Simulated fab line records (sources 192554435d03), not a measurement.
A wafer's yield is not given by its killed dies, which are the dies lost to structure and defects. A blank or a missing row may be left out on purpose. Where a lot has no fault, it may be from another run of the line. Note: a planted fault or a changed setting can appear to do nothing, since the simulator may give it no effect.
Struck lot and sound lot, side by side || flow n5Finfet || 16 out of 1938 route steps
Sound: wafers L368.4, L368.5, L368.6. Struck: wafers L374.2, L374.4, L374.6. The cause is named last.
Per side, at each step with rows, come the tool, then ch with its chambers, and then its first start. Under that, the readings that differ: sound wafers || struck wafers || difference of the means || sigmas: that difference in standard deviations of wafers without a fault.
alike: readings with means less than 2 such deviations apart, plus words and numbers identical on both sides. not compared: withheld readings, readings lacking a value on some wafer, bounds such as >300 that could conceal the same value, and numbers that have no deviation in the record and whose values overlap.
The two part at a step that has a row with sigmas, a row that says differs or no value, or rows on one side only. Numbers that don't overlap but have no deviation are shown without sigmas and don't part them. A reading missing from all wafers of one side parts the sides only when that side holds two or more wafers.

N5_GATE_CUT_OVL_MEAS_14:
  sound on overlay-01 ch 0, day 6 15:43; struck on overlay-01 ch 0, day 7 22:47
  alike: GATE_CUT_OVL
N5_GATE_CUT_INSPECT_15: inspects for defects (brightfield).
  sound on defectInspect-01, day 6 15:46; struck on defectInspect-01, day 7 22:50
  alike: rawDefectCount
then, 1 step without rows for these wafers: N5_GATE_CUT_DESCUM_18 (chemistry O2, time 7 s).
N5_GATE_CUT_ETCH_28: etches underlayer in N2/H2, target depth 13 nm, time 10.4 s.
  sound on rieDiel-02 ch 0,1,2, day 6 15:58; struck on rieDiel-02 ch 0,2, day 7 23:00
  alike: drypumpMotorCurrentA, etchRfOnTimeS, oesProductAu, rfFwdPowerW, rfVppV, showerheadPlenumPTorr, throttleValvePct
  not compared: rfHoursCounterH
N5_GATE_CUT_ETCH_36: etches SiARC in CF4, target depth 13 nm, time 21.7 s.
  sound on rieDiel-02 ch 0,1,2, day 6 15:59; struck on rieDiel-02 ch 0,2, day 7 23:01
  alike: drypumpMotorCurrentA, etchRfOnTimeS, mfcArSccm, oesProductAu, rfFwdPowerW, rfVppV, showerheadPlenumPTorr, throttleValvePct
  not compared: rfHoursCounterH
N5_GATE_CUT_ETCH_37: etches SOC in N2/H2, target depth 60 nm, overetch 12 nm, time 90 s.
  sound on rieDiel-02 ch 0,1,2, day 6 16:00; struck on rieDiel-02 ch 0,2, day 7 23:03
  alike: drypumpMotorCurrentA, oesProductAu, rfFwdPowerW, rfVppV, showerheadPlenumPTorr, tempC, throttleValvePct
  not compared: rfHoursCounterH
then, 3 steps without rows for these wafers: N5_GATE_CUT_STRIP_38 (strips in N2/H2); N5_GATE_CUT_STRIP_39 (strips in N2/H2); N5_GATE_CUT_HM_OPEN_40 (chemistry C4F6/O2, target SiO2, target depth 139 nm, time 85.1 s).
N5_GATE_CUT_STRIP_41: strips in CF4.
  sound on rieDiel-02 ch 0,1,2, day 6 16:09; struck on rieDiel-02 ch 0,2, day 7 23:11
  alike: drypumpMotorCurrentA, oesProductAu, powerW, rfVppV, showerheadPlenumPTorr, throttleValvePct
  not compared: rfHoursCounterH
N5_GATE_CUT_STRIP_42: strips in O2.
  sound on rieDiel-02 ch 0,1,2, day 6 16:10; struck on rieDiel-02 ch 0,2, day 7 23:13
  alike: drypumpMotorCurrentA, oesProductAu, rfVppV, showerheadPlenumPTorr, tempC, throttleValvePct
  not compared: rfHoursCounterH
then, 1 step without rows for these wafers: N5_GATE_CUT_ETCH_19 (etches SiNx in CH3F/O2, target depth 53.7 nm, time 76.7 s).
N5_GATE_CUT_CUT_ETCH_53: etches W in SF6/Cl2, target depth 79.2 nm.
  sound on rieMetal-01 ch 0,1, day 6 16:20; struck on rieMetal-01 ch 0, day 7 23:23
{"reading": "etchRfOnTimeS (s)", "sound": "27.3 26.3 27.4", "struck": "21.9 21.7 22.0", "difference": -5.1, "sigmas": -7}
{"reading": "oesProductAu (a.u.)", "sound": "0.51 0.69 0.52", "struck": "0.75 0.77 0.76", "difference": "+0.19", "sigmas": "+2"}
{"reading": "rfFwdPowerW (W)", "sound": "877.3 879.7 872.7", "struck": "1095.5 1092.5 1095.0", "difference": "+217.8", "sigmas": "+73"}
  alike: drypumpMotorCurrentA, throttleValvePct
  not compared: rfHoursCounterH
then, 1 step without rows for these wafers: N5_GATE_CUT_CUT_ETCH_54 (etches TiN in Cl2/BCl3, target depth 96.7 nm).
-- here the record skips 4 days between the struck wafers' starts before and after, leaving off in module GATE_CUT and picking up in module BEOL_M4 (first step shown: number 1111 of the route) --
N5_BEOL_M4_RC_MEAS_101:
  sound on prober-02 ch 0, day 10 08:55; struck on prober-02 ch 0, day 11 14:12
  alike: DIBL_N, DIBL_P, IOFF_N, IOFF_P, ION_N, ION_P, SS_N, SS_P, VT_N, VT_P
-- here the record skips 4 days between the struck wafers' starts before and after, leaving off in module BEOL_M4 and picking up in module PASSIVATION (first step shown: number 1936 of the route) --
N5_PASSIVATION_PROBE_49:
  sound on prober-01, day 14 11:52; struck on prober-02, day 15 23:16
  alike: defectLimitedYield, killed_at_M0_to_M3, killed_at_M4_up, killedAtContacts, killedAtFrontEnd, killedAtOther, killedDies, killedOpen, killedShort, sort_bin_4_leakage, sort_bin_5_function, sort_bin_6_memory, sortNPass, sortYieldPct

== WHERE THEY PART ==
Within this record, at N5_GATE_CUT_CUT_ETCH_53 only. Later steps at which nothing parts them and some readings are alike: N5_BEOL_M4_RC_MEAS_101, N5_PASSIVATION_PROBE_49.

WHY: what the simulator had put in
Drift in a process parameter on rieMetal-01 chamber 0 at N5_GATE_CUT_CUT_ETCH_53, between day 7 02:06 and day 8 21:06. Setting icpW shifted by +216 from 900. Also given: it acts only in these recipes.
